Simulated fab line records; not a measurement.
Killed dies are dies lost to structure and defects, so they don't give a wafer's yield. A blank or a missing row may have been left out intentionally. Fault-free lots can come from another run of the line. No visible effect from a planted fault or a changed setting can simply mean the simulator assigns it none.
fab line records	flow nand-harc
[record] lots = 24	wafers = 72	last-day = 34
route steps=1302 shown A_CONTACT@998
lots with no fault: from the same line, run without faults
start-h: the number of hours between the record's first day and the start of the first shown wafer of the lot	wait-h: hours since the lot's step before	" same as the row above	L1.1+2: several wafers, shown together as one row	- either no value or no given start	* or withheld: withheld	< > ~ a bound
route shown NAME@n: a module of which the file shows steps, and the number in the route of the first	usual: the fault-free wafers' mean and standard deviation	same: alike in all rows	chamber/n: place in a boat	sites: the reading at each site	_std_site: standard deviation across them	_edge_site: outer sites' mean less inner sites'	radius-mm: for every site, how far away it sits from the centre of the wafer	mask NAME#n: copy n	behind: the last tool/chamber to shape the wafer	hold: why the lot was held/for how many hours/how that ended	device: which transistor (n, p or np) failed to switch	end of line: the tests these same wafers got at the end of their route	for a step that has no rows: nothing shown but its recipe	killed: the dies lost at the first sort to structure and to defects; this is not the yield of the wafer	map: a wafer's dies, x killed, . not, _ none there
set.NAME: the setting the step ran with; set.NAME@STEP: the setting that earlier step ran with	model.NAME: the simulator's own value behind a step, which no gauge read
route steps across a sampled set of lots; one table per step, one row per wafer
services: the hour from which a tool's chamber was out of use, counted from the record's first day as start-h (under 0 if before that day), plus the number of hours and why
[[steps]]
[step NHARC_A_CONTACT_OVL_MEAS_43]
[usual] overlay-x-nm = 0.1/0.82	overlay-y-nm = -0.1/0.91
lot.wafer	tool	chamber	start-h	wait-h	overlay-x-nm	overlay-y-nm
L074.2	overlay-01	-	485.68	-	0.4	0.4
L074.3	"	-	"	"	1.3	0.3
L074.5	"	-	"	"	1.1	0.1
L075.1	overlay-01	-	502.95	-	0.3	-0.6
L075.2	"	-	"	"	0.8	-0.7
L075.4	"	-	"	"	0.3	-0.9
L076.1	overlay-02	-	503.60	-	1.2	0.5
L076.2	"	-	"	"	1.6	0.8
L076.6	"	-	"	"	1.4	0.0
L077.2	overlay-01	-	506.17	-	0.3	1.1
L077.5	"	-	"	"	0.9	1.0
L077.6	"	-	"	"	0.3	1.3
L078.2	overlay-01	-	517.76	-	0.3	-2.3
L078.3	"	-	"	"	0.5	-2.0
L078.6	"	-	"	"	0.1	-1.8
L079.1	overlay-01	-	529.13	-	-0.3	1.3
L079.3	"	-	"	"	-0.7	1.1
L079.6	"	-	"	"	-1.0	0.7
L080.2	overlay-01	-	550.83	-	1.0	-1.1
L080.3	"	-	"	"	0.4	-1.6
L080.5	"	-	"	"	-0.4	-1.4
L081.3	overlay-02	-	568.93	-	1.7	0.5
L081.5	"	-	"	"	1.4	-0.1
L081.6	"	-	"	"	1.8	0.0
L083.2	overlay-02	-	581.97	-	-0.5	-0.4
L083.5	"	-	"	"	-1.0	0.2
L083.6	"	-	"	"	-0.6	0.2
L082.2	overlay-01	-	591.52	-	0.3	-1.5
L082.3	"	-	"	"	0.8	-1.2
L082.4	"	-	"	"	0.1	-1.6
L084.1	overlay-01	-	598.03	-	0.3	-1.7
L084.2	"	-	"	"	-0.8	-2.0
L084.4	"	-	"	"	0.2	-1.1
L085.1	overlay-01	-	601.36	-	-0.9	0.4
L085.3	"	-	"	"	-1.4	0.9
L085.6	"	-	"	"	-0.9	0.9
L086.1	overlay-02	-	624.74	-	0.1	-0.8
L086.5	"	-	"	"	0.1	-1.5
L086.6	"	-	"	"	0.0	-0.9
L087.3	overlay-02	-	629.46	-	-0.4	0.7
L087.4	"	-	"	"	-0.5	0.2
L087.6	"	-	"	"	-1.1	-0.2
L088.3	overlay-02	-	631.41	-	0.2	0.2
L088.5	"	-	"	"	0.8	0.5
L088.6	"	-	"	"	0.1	0.5
L091.1	overlay-02	-	643.37	-	-0.9	1.0
L091.2	"	-	"	"	-0.9	0.6
L091.3	"	-	"	"	-1.2	0.9
L089.3	overlay-01	-	647.51	-	-0.5	0.6
L089.4	"	-	"	"	-0.7	0.4
L089.6	"	-	"	"	-0.5	0.3
L090.2	overlay-02	-	650.79	-	-1.5	0.4
L090.4	"	-	"	"	-1.6	0.1
L090.5	"	-	"	"	-1.2	0.0
L092.4	overlay-01	-	668.67	-	1.1	0.3
L092.5	"	-	"	"	0.9	0.2
L092.6	"	-	"	"	0.5	0.1
L094.1	overlay-02	-	675.91	-	0.1	-0.2
L094.2	"	-	"	"	0.8	-0.3
L094.3	"	-	"	"	1.0	-1.0
L093.1	overlay-01	-	681.49	-	0.6	0.7
L093.3	"	-	"	"	0.2	-0.1
L093.4	"	-	"	"	-0.6	0.2
L095.4	overlay-01	-	698.40	-	1.1	-0.4
L095.5	"	-	"	"	1.0	-0.1
L095.6	"	-	"	"	0.8	-0.6
L097.2	overlay-01	-	721.64	-	0.2	0.9
L097.3	"	-	"	"	0.2	0.7
L097.5	"	-	"	"	0.7	0.7
L096.2	overlay-02	-	733.74	-	0.1	-0.1
L096.3	"	-	"	"	0.8	0.0
L096.6	"	-	"	"	1.0	-0.3
[step NHARC_A_CONTACT_CD_MEAS_53]
[usual] cd-nm = 289.1/0.99
lot.wafer	tool	chamber	start-h	wait-h	cd-nm
L074.2	cd-sem-01	-	491.78	-	288.5
L074.3	"	-	"	"	288.5
L074.5	"	-	"	"	289.3
L075.1	cd-sem-01	-	508.16	-	290.2
L075.2	"	-	"	"	289.9
L075.4	"	-	"	"	289.5
L076.1	cd-sem-01	-	508.80	-	287.9
L076.2	"	-	"	"	288.8
L076.6	"	-	"	"	287.9
L077.2	cd-sem-03	-	511.37	-	288.8
L077.5	"	-	"	"	288.4
L077.6	"	-	"	"	288.8
L078.2	cd-sem-03	-	523.31	-	290.9
L078.3	"	-	"	"	290.0
L078.6	"	-	"	"	289.9
L079.1	cd-sem-01	-	534.45	-	290.3
L079.3	"	-	"	"	290.5
L079.6	"	-	"	"	290.1
L080.2	cd-sem-03	-	556.08	-	289.4
L080.3	"	-	"	"	289.3
L080.5	"	-	"	"	290.1
L081.3	cd-sem-03	-	574.50	-	290.3
L081.5	"	-	"	"	290.8
L081.6	"	-	"	"	289.8
L083.2	cd-sem-01	-	587.18	-	289.5
L083.5	"	-	"	"	289.4
L083.6	"	-	"	"	290.3
L082.2	cd-sem-02	-	596.78	-	289.5
L082.3	"	-	"	"	289.9
L082.4	"	-	"	"	289.5
L084.1	cd-sem-01	-	603.22	-	288.1
L084.2	"	-	"	"	287.6
L084.4	"	-	"	"	287.7
L085.1	cd-sem-01	-	606.55	-	288.3
L085.3	"	-	"	"	288.6
L085.6	"	-	"	"	288.7
L086.1	cd-sem-02	-	630.79	-	287.8
L086.5	"	-	"	"	288.3
L086.6	"	-	"	"	289.1
L087.3	cd-sem-02	-	634.65	-	287.5
L087.4	"	-	"	"	287.1
L087.6	"	-	"	"	287.3
L088.3	cd-sem-03	-	636.65	-	290.5
L088.5	"	-	"	"	290.0
L088.6	"	-	"	"	290.6
L091.1	cd-sem-03	-	648.56	-	290.4
L091.2	"	-	"	"	290.5
L091.3	"	-	"	"	290.5
L089.3	cd-sem-02	-	652.79	-	287.7
L089.4	"	-	"	"	288.5
L089.6	"	-	"	"	288.8
L090.2	cd-sem-01	-	656.01	-	289.1
L090.4	"	-	"	"	289.2
L090.5	"	-	"	"	289.3
L092.4	cd-sem-02	-	673.92	-	287.8
L092.5	"	-	"	"	288.0
L092.6	"	-	"	"	287.0
L094.1	cd-sem-03	-	681.60	-	288.9
L094.2	"	-	"	"	289.3
L094.3	"	-	"	"	289.0
L093.1	cd-sem-02	-	687.34	-	289.0
L093.3	"	-	"	"	288.4
L093.4	"	-	"	"	289.1
L095.4	cd-sem-03	-	703.58	-	289.3
L095.5	"	-	"	"	289.9
L095.6	"	-	"	"	289.6
L097.2	cd-sem-02	-	726.94	-	289.3
L097.3	"	-	"	"	290.2
L097.5	"	-	"	"	289.7
L096.2	cd-sem-02	-	739.09	-	290.2
L096.3	"	-	"	"	289.3
L096.6	"	-	"	"	289.5
[step NHARC_A_CONTACT_OVL_MEAS_70]
[usual] overlay-x-nm = 0.1/0.82	overlay-y-nm = -0.2/0.85
lot.wafer	tool	chamber	start-h	wait-h	overlay-x-nm	overlay-y-nm
L074.2	overlay-01	-	496.93	-	0.3	0.7
L074.3	"	-	"	"	0.6	-0.3
L074.5	"	-	"	"	0.3	0.0
L075.1	overlay-01	-	513.58	-	-0.6	-0.4
L075.2	"	-	"	"	-0.5	0.0
L075.4	"	-	"	"	0.3	0.0
L076.1	overlay-02	-	513.81	-	0.2	-0.7
L076.2	"	-	"	"	0.9	0.0
L076.6	"	-	"	"	0.9	0.0
L077.2	overlay-02	-	516.30	-	0.6	0.7
L077.5	"	-	"	"	0.4	0.4
L077.6	"	-	"	"	0.3	0.0
L078.2	overlay-02	-	529.00	-	0.2	-2.5
L078.3	"	-	"	"	0.0	-2.0
L078.6	"	-	"	"	-0.2	-2.1
L079.1	overlay-01	-	539.52	-	-0.3	-1.2
L079.3	"	-	"	"	-0.1	-1.4
L079.6	"	-	"	"	-0.8	-1.5
L080.2	overlay-02	-	563.28	-	0.8	-0.8
L080.3	"	-	"	"	0.2	-0.5
L080.5	"	-	"	"	0.1	-0.7
L081.3	overlay-02	-	579.46	-	-0.1	-0.5
L081.5	"	-	"	"	-0.6	-0.5
L081.6	"	-	"	"	-0.7	-0.7
L083.2	overlay-02	-	592.40	-	-1.0	0.2
L083.5	"	-	"	"	-1.2	0.5
L083.6	"	-	"	"	-1.7	0.2
L082.2	overlay-01	-	604.72	-	0.7	-0.8
L082.3	"	-	"	"	1.3	-0.8
L082.4	"	-	"	"	0.7	-0.9
L084.1	overlay-01	-	610.90	-	1.0	0.4
L084.2	"	-	"	"	0.8	0.1
L084.4	"	-	"	"	1.4	0.6
L085.1	overlay-01	-	612.60	-	-0.9	0.5
L085.3	"	-	"	"	-0.7	0.3
L085.6	"	-	"	"	-0.5	0.6
L086.1	overlay-02	-	635.80	-	-0.4	-0.9
L086.5	"	-	"	"	-0.2	-1.0
L086.6	"	-	"	"	0.0	-0.4
L087.3	overlay-01	-	642.19	-	-1.3	0.6
L087.4	"	-	"	"	-0.9	0.7
L087.6	"	-	"	"	-1.3	-0.2
L088.3	overlay-02	-	642.66	-	-1.0	1.0
L088.5	"	-	"	"	-0.9	1.3
L088.6	"	-	"	"	-0.6	0.3
L091.1	overlay-02	-	653.97	-	-0.4	-0.8
L091.2	"	-	"	"	-0.2	-0.5
L091.3	"	-	"	"	-0.6	0.0
L089.3	overlay-02	-	658.25	-	0.2	-0.9
L089.4	"	-	"	"	-0.1	-0.7
L089.6	"	-	"	"	-0.3	-0.3
L090.2	overlay-01	-	661.10	-	-0.5	-0.1
L090.4	"	-	"	"	-0.9	-0.9
L090.5	"	-	"	"	-1.2	-0.5
L092.4	overlay-01	-	680.90	-	0.8	0.1
L092.5	"	-	"	"	0.7	0.6
L092.6	"	-	"	"	0.6	0.9
L094.1	overlay-01	-	687.86	-	0.6	1.2
L094.2	"	-	"	"	1.0	1.4
L094.3	"	-	"	"	0.0	1.4
L093.1	overlay-01	-	695.23	-	0.8	-0.2
L093.3	"	-	"	"	0.4	-0.1
L093.4	"	-	"	"	0.9	0.4
L095.4	overlay-01	-	708.60	-	-0.3	-1.4
L095.5	"	-	"	"	0.1	-1.1
L095.6	"	-	"	"	-0.3	-1.1
L097.2	overlay-01	-	732.10	-	1.5	-0.1
L097.3	"	-	"	"	1.0	-0.8
L097.5	"	-	"	"	1.1	-1.0
L096.2	overlay-02	-	749.21	-	2.1	1.5
L096.3	"	-	"	"	1.9	0.7
L096.6	"	-	"	"	1.7	1.3
[step NHARC_A_CONTACT_ETCH_129]
[recipe] source-w = withheld	pressure-mtorr = 20	bias-v = 3000	time-s = 197	target-depth-a = 19180	ar-flow-sccm = withheld	c4f8-flow-sccm = withheld	o2-flow-sccm = withheld	chemistry = C4F8/O2/Ar
[usual] oes-air-line-au = 1.001/0.021
lot.wafer	tool	chamber	start-h	wait-h	oes-air-line-au	rf-hours-counter-h
L074.2	har-cap-etch-02	0	499.49	0.1	1.011	84
L074.3	"	0	"	"	0.983	-
L074.5	"	0	"	"	1.014	-
L075.2	har-cap-etch-01	0	516.13	0.1	0.962	1
L075.1	"	1	"	"	0.975	1
L075.4	"	0	"	"	0.972	-
L076.1	har-cap-etch-03	1	516.43	0.1	1.010	44
L076.2	"	0	"	"	0.982	44
L076.6	"	1	"	"	1.002	-
L077.2	har-cap-etch-02	0	519.13	0.1	0.974	91
L077.6	"	1	"	"	0.994	-
L077.5	"	0	"	"	0.999	-
L078.2	har-cap-etch-02	0	535.42	0.1	0.987	94
L078.3	"	0	"	"	0.968	-
L078.6	"	0	"	"	0.990	-
L079.1	har-cap-etch-01	1	542.10	0.1	0.965	6
L079.3	"	1	"	"	1.005	-
L079.6	"	1	"	"	0.980	-
L080.2	har-cap-etch-03	1	566.18	0.2	1.012	51
L080.3	"	1	"	"	0.980	-
L080.5	"	1	"	"	1.005	-
L081.3	har-cap-etch-03	1	582.06	0.1	1.013	-
L081.5	"	1	"	"	1.043	-
L081.6	"	0	"	"	0.962	-
L083.2	har-cap-etch-02	0	595.02	0.1	0.990	102
L083.6	"	1	"	"	0.971	-
L083.5	"	0	"	"	1.000	-
L082.2	har-cap-etch-01	0	607.24	0.1	0.982	15
L082.3	"	0	"	"	1.015	-
L082.4	"	1	"	"	1.002	-
L084.2	har-cap-etch-03	0	613.45	0.1	1.007	58
L084.1	"	1	"	"	0.975	58
L084.4	"	0	"	"	1.020	-
L085.1	har-cap-etch-02	1	615.34	0.1	1.000	106
L085.3	"	1	"	"	0.986	-
L085.6	"	0	"	"	1.016	-
L086.1	har-cap-etch-02	1	638.34	0.1	0.957	110
L086.5	"	1	"	"	1.016	-
L086.6	"	0	"	"	1.014	-
L087.3	har-cap-etch-03	1	644.79	0.1	0.988	-
L087.4	"	0	"	"	0.974	-
L087.6	"	1	"	"	0.971	-
L088.3	har-cap-etch-01	1	645.84	0.1	1.022	-
L088.5	"	0	"	"	1.035	-
L088.6	"	1	"	"	1.046	-
L091.2	har-cap-etch-02	0	656.62	0.1	1.009	116
L091.1	"	1	"	"	1.009	116
L091.3	"	1	"	"	0.994	-
L089.4	har-cap-etch-01	0	660.97	0.1	1.010	-
L089.3	"	1	"	"	1.027	-
L089.6	"	0	"	"	1.000	-
L090.2	har-cap-etch-03	1	663.64	0.1	0.996	69
L090.4	"	0	"	"	0.994	-
L090.5	"	1	"	"	1.008	-
L092.4	har-cap-etch-02	0	683.50	0.1	1.009	-
L092.5	"	0	"	"	1.006	-
L092.6	"	1	"	"	1.044	-
L094.1	har-cap-etch-01	0	690.41	0.1	1.003	33
L094.2	"	1	"	"	0.963	33
L094.3	"	1	"	"	0.983	-
L093.1	har-cap-etch-03	0	697.88	0.1	1.010	75
L093.4	"	1	"	"	1.009	-
L093.3	"	0	"	"	0.987	-
L095.4	har-cap-etch-01	0	711.24	0.1	1.014	-
L095.5	"	1	"	"	1.006	-
L095.6	"	0	"	"	1.030	-
L097.2	har-cap-etch-03	0	735.26	0.1	1.013	80
L097.3	"	1	"	"	0.977	-
L097.5	"	0	"	"	0.995	-
L096.2	har-cap-etch-02	1	751.76	0.1	1.056	131
L096.3	"	0	"	"	0.991	-
L096.6	"	0	"	"	0.996	-
[step NHARC_A_CONTACT_ETCH_130]
[recipe] source-w = withheld	pressure-mtorr = 20	bias-v = 3000	time-s = 197	target-depth-a = 19180	ar-flow-sccm = withheld	c4f8-flow-sccm = withheld	o2-flow-sccm = withheld	chemistry = C4F8/O2/Ar
[usual] oes-air-line-au = 1.000/0.023
lot.wafer	tool	chamber	start-h	wait-h	oes-air-line-au	rf-hours-counter-h
L074.2	har-cap-etch-02	0	499.66	0.1	1.004	85
L074.3	"	0	"	"	1.012	-
L074.5	"	0	"	"	0.991	-
L075.2	har-cap-etch-01	0	516.31	0.1	0.999	1
L075.1	"	1	"	"	1.065	1
L075.4	"	0	"	"	1.003	-
L076.1	har-cap-etch-03	1	516.61	0.1	1.023	44
L076.2	"	0	"	"	0.981	44
L076.6	"	1	"	"	1.025	-
L077.2	har-cap-etch-02	0	519.31	0.1	1.008	91
L077.6	"	1	"	"	0.986	-
L077.5	"	0	"	"	0.984	-
L078.2	har-cap-etch-02	0	535.60	0.1	1.053	94
L078.3	"	0	"	"	1.039	-
L078.6	"	0	"	"	1.013	-
L079.1	har-cap-etch-01	1	542.28	0.1	1.004	6
L079.3	"	1	"	"	1.012	-
L079.6	"	1	"	"	1.010	-
L080.2	har-cap-etch-03	1	566.36	0.1	1.015	51
L080.3	"	1	"	"	1.036	-
L080.5	"	1	"	"	1.018	-
L081.3	har-cap-etch-03	1	582.24	0.1	1.010	-
L081.5	"	1	"	"	1.029	-
L081.6	"	0	"	"	1.030	-
L083.2	har-cap-etch-02	0	595.19	0.1	0.998	102
L083.6	"	1	"	"	0.991	-
L083.5	"	0	"	"	0.990	-
L082.2	har-cap-etch-01	0	607.42	0.1	1.006	15
L082.3	"	0	"	"	0.993	-
L082.4	"	1	"	"	0.984	-
L084.2	har-cap-etch-03	0	613.64	0.2	1.004	58
L084.1	"	1	"	"	0.994	58
L084.4	"	0	"	"	0.988	-
L085.1	har-cap-etch-02	1	615.52	0.1	0.989	106
L085.3	"	1	"	"	0.981	-
L085.6	"	0	"	"	1.029	-
L086.1	har-cap-etch-02	1	638.52	0.1	1.017	110
L086.5	"	1	"	"	1.032	-
L086.6	"	0	"	"	0.984	-
L087.3	har-cap-etch-03	1	644.97	0.1	1.007	-
L087.4	"	0	"	"	1.012	-
L087.6	"	1	"	"	1.017	-
L088.3	har-cap-etch-01	1	646.02	0.1	0.994	-
L088.5	"	0	"	"	0.982	-
L088.6	"	1	"	"	0.976	-
L091.2	har-cap-etch-02	0	656.79	0.1	0.976	116
L091.1	"	1	"	"	0.985	116
L091.3	"	1	"	"	0.965	-
L089.4	har-cap-etch-01	0	661.14	0.1	1.019	-
L089.3	"	1	"	"	1.002	-
L089.6	"	0	"	"	1.010	-
L090.2	har-cap-etch-03	1	663.82	0.1	1.015	69
L090.4	"	0	"	"	0.997	-
L090.5	"	1	"	"	1.009	-
L092.4	har-cap-etch-02	0	683.68	0.1	1.018	-
L092.5	"	0	"	"	0.972	-
L092.6	"	1	"	"	1.002	-
L094.1	har-cap-etch-01	0	690.59	0.1	0.978	33
L094.2	"	1	"	"	0.993	33
L094.3	"	1	"	"	0.974	-
L093.1	har-cap-etch-03	0	698.06	0.1	1.000	75
L093.4	"	1	"	"	0.969	-
L093.3	"	0	"	"	1.014	-
L095.4	har-cap-etch-01	0	711.41	0.1	1.015	-
L095.5	"	1	"	"	0.957	-
L095.6	"	0	"	"	0.993	-
L097.2	har-cap-etch-03	0	735.43	0.1	1.008	81
L097.3	"	1	"	"	0.999	-
L097.5	"	0	"	"	0.972	-
L096.2	har-cap-etch-02	1	751.94	0.1	0.995	131
L096.3	"	0	"	"	0.962	-
L096.6	"	0	"	"	0.997	-
[step NHARC_A_CONTACT_ETCH_91]
[recipe] target-depth-a = 400	over-etch-frac = 0.5	time-s = 85.7	ion-energy-ev = 120	ch3f-flow-sccm = 50	o2-flow-sccm = 30	ar-flow-sccm = 200	rf-w = 500	bias-w = 100	chemistry = CH3F/O2
[usual] ch3f-flow-sccm = 50.00/0.14	drypump-motor-current-A = 6.03/0.24	oes-product-au = 0.937/0.025	rf-vpp-V = 245.4/1.3	showerhead-plenum-p-Torr = 2.55/0.077	throttle-valve-pct = 20.663/0.0086
lot.wafer	tool	chamber	start-h	wait-h	ch3f-flow-sccm	drypump-motor-current-A	oes-product-au	rf-hours-counter-h	rf-vpp-V	showerhead-plenum-p-Torr	throttle-valve-pct
L074.2	rie-diel-07	3	501.00	0.7	49.97	6.25	0.925	3	243.9	2.52	20.668
L074.3	"	0	"	"	49.82	6.17	0.924	3	244.9	2.56	20.658
L074.5	"	3	"	"	50.04	6.26	0.928	-	245.5	2.52	20.646
L075.4	rie-diel-11	1	517.62	0.6	49.95	5.77	0.918	23	246.4	2.53	20.672
L075.2	"	3	"	"	49.89	5.83	0.926	20	247.0	2.65	20.661
L075.1	"	0	"	"	49.98	6.38	0.917	22	243.2	2.41	20.672
L076.1	rie-diel-07	1	517.93	0.7	49.83	5.96	0.927	6	246.2	2.56	20.663
L076.2	"	0	"	"	50.00	6.18	0.945	6	246.0	2.56	20.660
L076.6	"	2	"	"	50.03	6.09	0.932	-	246.1	2.64	20.656
L077.2	rie-diel-04	1	520.63	0.7	49.95	5.35	0.923	52	247.3	2.62	20.668
L077.6	"	2	"	"	49.78	5.71	0.910	-	245.7	2.45	20.657
L077.5	"	1	"	"	49.91	5.35	0.919	-	245.4	2.62	20.659
L078.3	rie-diel-07	3	536.92	0.6	50.01	6.27	0.938	11	244.6	2.52	20.670
L078.2	"	0	"	"	49.90	6.20	0.932	10	245.7	2.56	20.662
L078.6	"	3	"	"	49.86	6.24	0.939	-	245.6	2.52	20.665
L079.1	rie-diel-07	0	543.55	0.6	49.88	6.18	0.922	11	244.7	2.56	20.654
L079.3	"	3	"	"	50.00	6.24	0.933	12	245.5	2.52	20.668
L079.6	"	1	"	"	50.06	5.96	0.930	-	244.4	2.56	20.671
L080.3	rie-diel-07	3	567.67	0.6	50.25	6.25	0.943	15	244.7	2.51	20.663
L080.2	"	0	"	"	49.87	6.14	0.937	15	245.9	2.56	20.671
L080.5	"	1	"	"	49.92	5.90	0.939	-	246.4	2.56	20.691
L081.3	rie-diel-07	3	583.50	0.6	50.20	6.24	0.932	18	244.8	2.51	20.654
L081.5	"	3	"	"	50.22	6.24	0.932	-	245.5	2.51	20.660
L081.6	"	0	"	"	50.03	6.13	0.934	-	245.0	2.55	20.648
L083.2	rie-diel-07	2	596.49	0.7	50.07	6.10	0.944	17	247.1	2.64	20.674
L083.6	"	1	"	"	50.10	5.93	0.920	-	244.5	2.55	20.670
L083.5	"	2	"	"	50.02	6.08	0.930	-	247.0	2.64	20.651
L082.4	rie-diel-07	0	608.74	0.5	50.11	6.15	0.926	23	244.9	2.55	20.661
L082.2	"	2	"	"	50.08	6.09	0.933	20	246.9	2.64	20.667
L082.3	"	3	"	"	50.12	6.24	0.931	24	244.9	2.51	20.654
L084.4	rie-diel-07	2	614.98	0.6	50.06	6.06	0.937	23	247.5	2.64	20.668
L084.1	"	3	"	"	50.15	6.25	0.921	26	246.4	2.51	20.676
L084.2	"	0	"	"	50.17	6.18	0.919	25	245.8	2.55	20.677
L085.3	rie-diel-04	1	616.85	0.6	49.86	5.37	0.928	27	244.9	2.60	20.663
L085.1	"	2	"	"	49.72	5.71	0.925	26	244.8	2.44	20.646
L085.6	"	1	"	"	49.89	5.36	0.926	-	246.0	2.60	20.662
L086.1	rie-diel-07	3	639.85	0.7	50.26	6.26	0.954	31	245.2	2.51	20.659
L086.6	"	2	"	"	50.26	6.09	0.959	-	247.2	2.63	20.656
L086.5	"	3	"	"	50.08	6.26	0.961	-	244.5	2.51	20.674
L087.3	rie-diel-07	3	646.24	0.6	49.99	6.22	0.924	33	244.9	2.51	20.663
L087.4	"	0	"	"	49.97	6.20	0.936	32	246.1	2.55	20.657
L087.6	"	2	"	"	49.81	6.08	0.940	-	247.5	2.63	20.657
L088.3	rie-diel-11	0	647.27	0.5	49.82	6.48	0.912	6	243.1	2.40	20.658
L088.5	"	2	"	"	49.95	5.56	0.922	-	248.2	2.66	20.670
L088.6	"	3	"	"	50.00	5.82	0.916	-	246.5	2.63	20.667
L091.3	rie-diel-07	1	658.10	0.5	50.04	5.93	0.996	0	246.9	2.55	20.654
L091.1	"	3	"	"	49.92	6.26	1.002	0	245.4	2.51	20.661
L091.2	"	0	"	"	50.16	6.18	1.013	0	245.3	2.55	20.669
L089.3	rie-diel-04	3	662.45	0.5	49.74	6.26	0.927	40	243.9	2.41	20.650
L089.4	"	0	"	"	50.22	5.18	0.922	-	241.6	2.30	20.664
L089.6	"	2	"	"	49.76	5.71	0.916	-	242.2	2.43	20.656
L090.4	rie-diel-07	1	665.13	0.5	49.97	5.93	0.924	2	245.5	2.55	20.664
L090.2	"	0	"	"	49.76	6.17	0.919	2	245.7	2.55	20.669
L090.5	"	1	"	"	50.11	5.95	0.919	-	245.5	2.55	20.679
L092.4	rie-diel-07	1	684.95	0.6	49.96	5.96	0.933	7	245.0	2.55	20.664
L092.6	"	1	"	"	50.09	5.95	0.924	-	244.2	2.55	20.658
L092.5	"	2	"	"	50.09	6.07	0.930	-	247.3	2.63	20.656
L094.1	rie-diel-07	0	691.91	0.7	49.72	6.18	1.010	5	245.2	2.55	20.652
L094.3	"	1	"	"	50.01	5.94	0.932	7	245.5	2.55	20.651
L094.2	"	2	"	"	50.21	6.09	0.926	7	246.4	2.63	20.648
L093.4	rie-diel-07	2	699.36	0.6	49.87	6.06	0.919	7	246.2	2.63	20.647
L093.3	"	3	"	"	49.96	6.26	0.916	8	243.7	2.50	20.665
L093.1	"	0	"	"	50.02	6.14	0.918	5	246.6	2.55	20.650
L095.4	rie-diel-07	1	712.65	0.5	50.04	5.92	0.920	8	246.3	2.55	20.661
L095.5	"	0	"	"	50.40	6.17	0.928	-	245.5	2.55	20.654
L095.6	"	1	"	"	49.65	5.92	0.914	-	244.2	2.55	20.669
L097.2	rie-diel-07	2	736.74	0.7	49.98	6.06	0.929	12	246.8	2.63	20.673
L097.3	"	0	"	"	50.08	6.19	0.930	9	245.3	2.54	20.660
L097.5	"	3	"	"	49.94	6.25	0.924	-	246.4	2.50	20.662
L096.3	rie-diel-07	2	753.25	0.5	50.23	6.07	1.004	14	247.1	2.63	20.661
L096.2	"	3	"	"	50.07	6.26	1.004	14	245.1	2.50	20.659
L096.6	"	3	"	"	50.00	6.26	0.997	-	244.9	2.50	20.661
[[services]]
tool	chamber	start-h	hours	kind
rie-diel-07	0	480.20	-	clean
rie-diel-07	1	480.20	-	clean
rie-diel-07	2	480.20	-	clean
rie-diel-07	3	480.20	-	clean
har-cap-etch-01	-	497.00	17.0	pm
rie-diel-07	0	504.70	-	clean
rie-diel-07	1	504.70	-	clean
rie-diel-07	2	504.70	-	clean
rie-diel-07	3	504.70	-	clean
rie-diel-04	0	518.99	65.0	repair
rie-diel-07	0	529.20	-	clean
rie-diel-07	1	529.20	-	clean
rie-diel-07	2	529.20	-	clean
rie-diel-07	3	529.20	-	clean
rie-diel-04	-	533.58	9.0	pm
har-cap-etch-02	-	551.44	0.2	repair
rie-diel-07	2	563.04	10.5	repair
rie-diel-11	-	609.92	9.0	pm
rie-diel-04	-	617.11	0.4	repair
rie-diel-07	-	648.20	9.0	pm
rie-diel-04	1	661.86	9.7	repair
rie-diel-07	0	670.15	9.9	repair
rie-diel-04	3	678.08	5.6	repair
rie-diel-04	-	710.58	9.0	pm
[[key]]
fault none
